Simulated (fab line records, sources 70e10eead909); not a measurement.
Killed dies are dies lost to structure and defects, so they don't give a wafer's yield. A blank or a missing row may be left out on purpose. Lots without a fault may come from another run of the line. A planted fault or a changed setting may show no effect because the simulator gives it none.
One fault seen from 2 desks | flow nand_harc | each desk has only its own numbers; what lay behind them comes last

THE DEFECT DESK
What the inspections along the route counted, lot by lot: means of the sampled wafers that have a number. A lot is out of limits, marked OUT, if its mean lies more than 4 standard deviations from the usual mean; the brackets give that distance.
Columns: A = raw_defect_count at NHARC_P_GATE_INSPECT_28, usual 5.7
lot  | first seen here | A
L885 | day 6 01:08     | 6.0
L887 | day 6 19:56     | 16.7
L888 | day 7 01:20     | 15.0
L890 | day 7 17:35     | 5.7
L898 | day 11 04:39    | 5.7
L899 | day 11 21:19    | 9.0
L900 | day 12 06:43    | 9.3
L901 | day 12 08:53    | 8.0
L902 | day 12 22:02    | 4.7
L904 | day 13 14:03    | 4.7
L905 | day 14 03:29    | 5.7
L906 | day 14 20:47    | 6.3
This desk's finding: nothing out of limits on any of the 12 lots.

THE METROLOGY DESK
What the gauges read, lot by lot, whatever tool the lot ran on: means of the sampled wafers that have a number. A lot is out of limits, marked OUT, if its mean lies more than 4 standard deviations from the usual mean; the brackets give that distance.
Columns: A = overlay_x_nm at NHARC_P_GATE_OVL_MEAS_27, usual 0.0 nm; B = overlay_y_nm at NHARC_P_GATE_OVL_MEAS_27, usual 0.2 nm
lot  | first seen here | A    | B
L885 | day 6 01:05     | 0.1  | 0.3
L887 | day 6 19:53     | -0.2 | -0.4
L888 | day 7 01:19     | -0.4 | -0.1
L890 | day 7 17:34     | 0.8  | 0.4
L898 | day 11 04:37    | 1.1  | -0.8
L899 | day 11 21:17    | 0.5  | 1.7
L900 | day 12 06:41    | -0.2 | 1.8
L901 | day 12 08:52    | 1.3  | 0.1
L902 | day 12 21:59    | -0.3 | -0.3
L904 | day 13 14:01    | -1.0 | 0.3
L905 | day 14 03:27    | -0.3 | 0.3
L906 | day 14 20:45    | -1.5 | 0.7
This desk's finding: nothing out of limits on any of the 12 lots.

PUT TOGETHER
The defect desk saw nothing out of limits.
The metrology desk saw nothing out of limits.

WHAT THE SIMULATOR HAD PUT IN
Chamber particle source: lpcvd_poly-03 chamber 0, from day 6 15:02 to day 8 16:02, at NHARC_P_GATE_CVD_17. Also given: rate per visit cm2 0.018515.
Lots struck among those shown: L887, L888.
